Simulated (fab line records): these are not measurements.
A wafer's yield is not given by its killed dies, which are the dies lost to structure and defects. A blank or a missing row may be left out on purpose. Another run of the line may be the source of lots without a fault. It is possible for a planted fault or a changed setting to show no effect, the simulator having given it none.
Chamber matching	flow n5_finfet	4 sister chambers for N5_BEOL_M9_ETCH_76 on rie_diel-05
The step etches underlayer in N2/H2, target depth 6.5 nm, time 5.2 s. 4 wafers are shown with their chamber, then 10 later ones without.

== EACH WAFER AND ITS CHAMBER ==
wafer	chamber	throttle_valve_pct (%)
L080.1	3	18.36
L091.4	1	18.15
L092.1	2	17.63
L092.4	0	17.63

== WAFERS WITH NO CHAMBER GIVEN ==
wafer	throttle_valve_pct (%)
L092.5	18.20
L093.1	17.66
L093.4	17.60
L093.6	17.65
L096.1	18.39
L096.3	17.64
L096.5	18.38
L095.3	18.39
L095.5	17.61
L095.6	18.40

== WHICH CHAMBER EACH WENT THROUGH ==
wafer	from the rows above	in truth
L092.5	1	1
L093.1	can't be placed: 0 or 2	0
L093.4	can't be placed: 0 or 2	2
L093.6	can't be placed: 0 or 2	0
L096.1	3	3
L096.3	can't be placed: 0 or 2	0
L096.5	3	3
L095.3	3	3
L095.5	can't be placed: 0 or 2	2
L095.6	3	3
5 of 10 placed correctly. These rows do not allow placing 5 (true chamber among the candidates in 5). Number placed wrongly: 0.
How it was worked out, from the rows above alone: a wafer's distance from a chamber is the root of the sum, over the readings, of the square of ((its reading less the chamber's mean) divided by the reading's scatter). If the next closest chamber is less than 2 further off than the closest, the wafer can't be placed; otherwise it belongs to the closest. Each chamber's mean is taken over the wafers shown for it. The scatter: root of mean squared gap, hidden wafer to nearest shown wafer, with one shown wafer a chamber.
